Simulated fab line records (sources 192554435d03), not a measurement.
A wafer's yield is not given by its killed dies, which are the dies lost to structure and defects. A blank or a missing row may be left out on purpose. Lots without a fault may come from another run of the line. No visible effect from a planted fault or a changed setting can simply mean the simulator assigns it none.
Which tool is to blame? | flow n5Finfet | Sampling: 10 lots, 26 wafers, 4 of 1938 route steps

## WHAT EACH GAUGE READ, for each wafer
N5_MOL_CONTACT_COAG_CD_MEAS_08 targets a cd of 28 nm.
lot  | measured     | on       | cdNm (nm)
L748 | day 5 04:23  | cdSem-02 | 28.09 27.86
L749 | day 5 17:46  | cdSem-01 | 28.34 27.83 27.77
L750 | day 5 19:53  | cdSem-03 | 28.20 27.95
L753 | day 6 12:50  | cdSem-01 | 28.13 27.51 27.80
L756 | day 7 07:17  | cdSem-03 | 27.91 28.11 28.07
L757 | day 7 13:25  | cdSem-01 | 28.04 27.86 27.86
L759 | day 8 04:21  | cdSem-01 | 28.08 28.08
L767 | day 9 22:43  | cdSem-02 | 27.83 27.90 28.21
L768 | day 10 09:10 | cdSem-01 | 28.16 28.15 27.75
L769 | day 10 10:42 | cdSem-01 | 27.99 28.03

## WHICH TOOL RAN EACH LOT (tool, then ch and the chambers of the sampled wafers, then the start)
lot  | N5_GATE_CUT_VAPOR_ETCH_51        | N5_GATE_CUT_CMP_23            | N5_MOL_CONTACT_COAG_COAT_104
L748 | rieMetal-02 ch 1, day 5 00:35    | cmp-01 ch 0,2, day 5 03:10    | lithoTrack-01 ch 0, day 5 04:07
L749 | rieMetal-01 ch 1, day 5 14:43    | cmp-01 ch 0,3, day 5 16:28    | lithoTrack-03 ch 0, day 5 17:30
L750 | rieMetal-03 ch 1, day 5 16:40    | cmp-02 ch 1,3, day 5 18:32    | lithoTrack-03 ch 0, day 5 19:29
L753 | rieMetal-01 ch 0,1, day 6 09:44  | cmp-01 ch 1,2,3, day 6 11:29  | lithoTrack-02 ch 0, day 6 12:34
L756 | rieMetal-03 ch 0,1, day 7 03:35  | cmp-02 ch 0,1,2, day 7 05:25  | lithoTrack-03 ch 0, day 7 06:53
L757 | rieMetal-02 ch 0,1, day 7 10:14  | cmp-02 ch 0,1,2, day 7 12:04  | lithoTrack-01 ch 0, day 7 13:02
L759 | rieMetal-03 ch 0, day 8 01:17    | cmp-02 ch 2,3, day 8 03:04    | lithoTrack-02 ch 0, day 8 04:03
L767 | rieMetal-02 ch 0, day 9 19:34    | cmp-02 ch 1,3, day 9 21:16    | lithoTrack-03 ch 0, day 9 22:20
L768 | rieMetal-03 ch 0,1, day 10 06:08 | cmp-01 ch 1,2,3, day 10 07:52 | lithoTrack-03 ch 0, day 10 08:53
L769 | rieMetal-01 ch 0, day 10 07:32   | cmp-02 ch 2, day 10 09:14     | lithoTrack-02 ch 0, day 10 10:19
- N5_GATE_CUT_VAPOR_ETCH_51: etches HfO2 in BCl3/Cl2.
- N5_GATE_CUT_CMP_23: polishes, stops on SiO2, t overpolish 23.4 s, target thk 16 nm.
- N5_MOL_CONTACT_COAG_COAT_104: time 60 s, resist thk 12 nm.

## THE ANSWER, worked out from the rows above alone
Rule: the usual values come from the lots themselves. The widest of any qualifying gaps counts: lots, ordered by their means at a reading, are off when they make up no more than a third of the lots, leave a main group of 4 or more, and stand apart from it by 3 or more times the standard deviation of that group's means. If all means in a main group match to the digits the tables above print for the reading, that group is not used. Also off: a lot with no number at a reading for which 4 or more lots have one. Any other lot the step has rows for is counted as sound.
None of the lots is off at any reading shown; this tells nothing.

## WHAT THE SIMULATOR HAD PUT IN
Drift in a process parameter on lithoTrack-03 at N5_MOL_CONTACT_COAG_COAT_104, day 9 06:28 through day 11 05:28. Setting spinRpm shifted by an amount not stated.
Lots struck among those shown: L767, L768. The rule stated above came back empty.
